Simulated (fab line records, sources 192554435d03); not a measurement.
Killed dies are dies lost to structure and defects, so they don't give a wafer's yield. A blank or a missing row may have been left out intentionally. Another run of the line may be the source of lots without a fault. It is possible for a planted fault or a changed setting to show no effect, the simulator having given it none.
Chamber matching | flow n5Finfet | N5_PMOS_HMC_CHANNEL_EPI_ETCH_38 on rieSi-04: 4 sister chambers
The step etches SiO2 in CF4, target depth 1.5 nm. 22 wafers are shown with their chamber, then 11 later ones without.

## WAFERS WITH THEIR CHAMBER
wafer  | chamber | throttleValvePct (%) | drypumpMotorCurrentA (A) | oesProductAu (a.u.)
L075.1 | 3       | 21.90                | 5.5                      | 1.016
L075.5 | 1       | 21.44                | 6.1                      | 1.008
L075.6 | 0       | 22.22                | 5.7                      | 0.989
L079.2 | 1       | 21.43                | 6.0                      | 1.003
L079.3 | 3       | 21.87                | 5.5                      | 1.011
L079.4 | 2       | 21.76                | 6.1                      | 1.009
L081.1 | 1       | 21.43                | 6.1                      | 1.001
L081.4 | 0       | 22.22                | 5.8                      | 0.991
L081.6 | 3       | 21.89                | 5.5                      | 1.017
L082.1 | 0       | 22.23                | 5.7                      | 0.998
L082.4 | 2       | 21.73                | 6.0                      | 1.008
L082.5 | 1       | 21.42                | 6.1                      | 0.993
L083.2 | 0       | 22.23                | 5.8                      | 0.981
L083.5 | 2       | 21.74                | 6.1                      | 1.004
L083.6 | 3       | 21.87                | 5.5                      | 0.992
L084.1 | 0       | 22.24                | 5.8                      | 0.995
L084.4 | 3       | 21.87                | 5.5                      | 1.006
L084.5 | 0       | 22.22                | 5.8                      | 0.985
L089.1 | 1       | 21.41                | 6.1                      | 0.998
L089.2 | 0       | 22.22                | 5.8                      | 0.994
L089.4 | 3       | 21.89                | 5.5                      | 1.003
L091.1 | 2       | 21.73                | 6.1                      | 1.012

SIGNATURES (means of the wafers above)
reading              | chamber 0 | chamber 1 | chamber 2 | chamber 3 | scatter within a chamber
throttleValvePct     | 22.2257   | 21.4260   | 21.7400   | 21.8817   | 0.0115
drypumpMotorCurrentA | 5.771     | 6.080     | 6.075     | 5.500     | 0.0407
oesProductAu         | 0.99043   | 1.00060   | 1.00825   | 1.00750   | 0.0067
Rule: a wafer's distance from a chamber is the root of the sum, over the readings, of the square of ((its reading less the chamber's mean) divided by the reading's scatter). The wafer belongs to the nearest chamber; if the next one is less than 2 further off, it can't be placed. The scatter is the square root of a quotient: the sum, over the shown wafers, of each reading's squared deviation from its chamber's mean, divided by wafers minus chambers.

## WAFERS WITHOUT THEIR CHAMBER
wafer  | throttleValvePct (%) | drypumpMotorCurrentA (A) | oesProductAu (a.u.)
L091.4 | 22.25                | 5.7                      | 1.003
L091.6 | 21.88                | 5.5                      | 1.015
L093.3 | 22.23                | 5.7                      | 0.980
L093.4 | 21.42                | 6.1                      | 1.000
L093.6 | 22.22                | 5.7                      | 0.982
L094.1 | 21.41                | 6.1                      | 0.992
L094.4 | 21.75                | 6.1                      | 1.000
L094.6 | 22.24                | 5.7                      | 0.979
L095.2 | 21.72                | 6.1                      | 1.010
L095.3 | 22.22                | 5.8                      | 0.987
L095.6 | 21.42                | 6.1                      | 1.004

## EACH ONE'S CHAMBER
wafer  | from the rows above | in truth
L091.4 | 0                   | 0
L091.6 | 3                   | 3
L093.3 | 0                   | 0
L093.4 | 1                   | 1
L093.6 | 0                   | 0
L094.1 | 1                   | 1
L094.4 | 2                   | 2
L094.6 | 0                   | 0
L095.2 | 2                   | 2
L095.3 | 0                   | 0
L095.6 | 1                   | 1
Placed correctly: 11 of 11. Not placeable from these rows: 0. Wrongly placed: 0.
